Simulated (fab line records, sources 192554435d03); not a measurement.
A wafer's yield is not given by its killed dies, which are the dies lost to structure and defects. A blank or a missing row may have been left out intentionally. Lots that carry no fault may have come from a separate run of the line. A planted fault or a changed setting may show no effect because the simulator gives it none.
Which of the tools did it? ; flow n5_finfet ; 11 lots, 31 wafers sampled, at 3 steps of a route of 1938

WHAT THE GAUGES SHOWED, per wafer
N5_FIN_SAQP_CD_MEAS_16: target cd 35.6 nm.
lot;measured;on;cd_nm (nm)
L835;day 1 21:45;cd_sem-03;35.56 36.01 35.36
L836;day 2 04:11;cd_sem-01;35.78 35.88 35.80
L838;day 2 16:04;cd_sem-01;35.78 35.94 35.79
L839;day 2 21:47;cd_sem-03;35.53 35.62 35.45
L840;day 3 04:07;cd_sem-03;35.20 35.81 35.36
L841;day 3 12:44;cd_sem-03;35.83 35.78 35.49
L842;day 3 15:35;cd_sem-01;35.68 34.69
L847;day 4 21:58;cd_sem-03;35.59 34.44
L848;day 5 05:47;cd_sem-02;35.72 35.67 35.22
L854;day 6 15:59;cd_sem-03;36.02 36.13 35.78
L858;day 7 16:19;cd_sem-03;35.62 35.71 35.24

TOOL THAT RAN EACH LOT (tool first, then ch and the chambers of the sampled wafers, then the start)
lot;N5_PMOS_HMC_CHANNEL_EPI_CMP_21;N5_FIN_SAQP_PEB_14
L835;cmp-03 ch 1,2,3, day 1 19:19;litho_track-03 ch 0, day 1 21:41
L836;cmp-02 ch 0,2,3, day 2 02:01;litho_track-05 ch 0, day 2 04:08
L838;cmp-03 ch 1,3, day 2 13:59;litho_track-03 ch 0, day 2 16:00
L839;cmp-01 ch 0,1, day 2 19:39;litho_track-05 ch 0, day 2 21:43
L840;cmp-01 ch 0,2,3, day 3 01:31;litho_track-03 ch 0, day 3 04:03
L841;cmp-03 ch 0,1,2, day 3 10:16;litho_track-05 ch 0, day 3 12:40
L842;cmp-03 ch 2,3, day 3 13:36;litho_track-03 ch 0, day 3 15:31
L847;cmp-03 ch 2,3, day 4 19:37;litho_track-03 ch 0, day 4 21:54
L848;cmp-02 ch 0,2,3, day 5 01:19;litho_track-05 ch 0, day 5 05:43
L854;cmp-02 ch 0,1, day 6 13:47;litho_track-02 ch 0, day 6 15:55
L858;cmp-03 ch 0,3, day 7 14:03;litho_track-02 ch 0, day 7 16:14
- N5_PMOS_HMC_CHANNEL_EPI_CMP_21: polishes SiGe30, target thk 54 nm.
- N5_FIN_SAQP_PEB_14: peb time 60 s.

THE ANSWER, worked out from the rows above alone
Rule: what is usual is taken from the lots themselves. Put in order of their means at a reading, lots are off if they are a third of the lots or fewer, leave a main group of 4 or more, and stand apart from it by a gap of 3 or more times the standard deviation of the main group's means; of several such gaps the widest counts. If all means in a main group match to the digits the tables above print for the reading, that group is not used. Also off: a lot with no number at a reading for which 4 or more lots have one. Where the step has rows for the other lots, those lots are counted as sound.
Across all readings shown, no lot is off: no conclusion can be drawn from this.

WHAT THE SIMULATOR PUT IN
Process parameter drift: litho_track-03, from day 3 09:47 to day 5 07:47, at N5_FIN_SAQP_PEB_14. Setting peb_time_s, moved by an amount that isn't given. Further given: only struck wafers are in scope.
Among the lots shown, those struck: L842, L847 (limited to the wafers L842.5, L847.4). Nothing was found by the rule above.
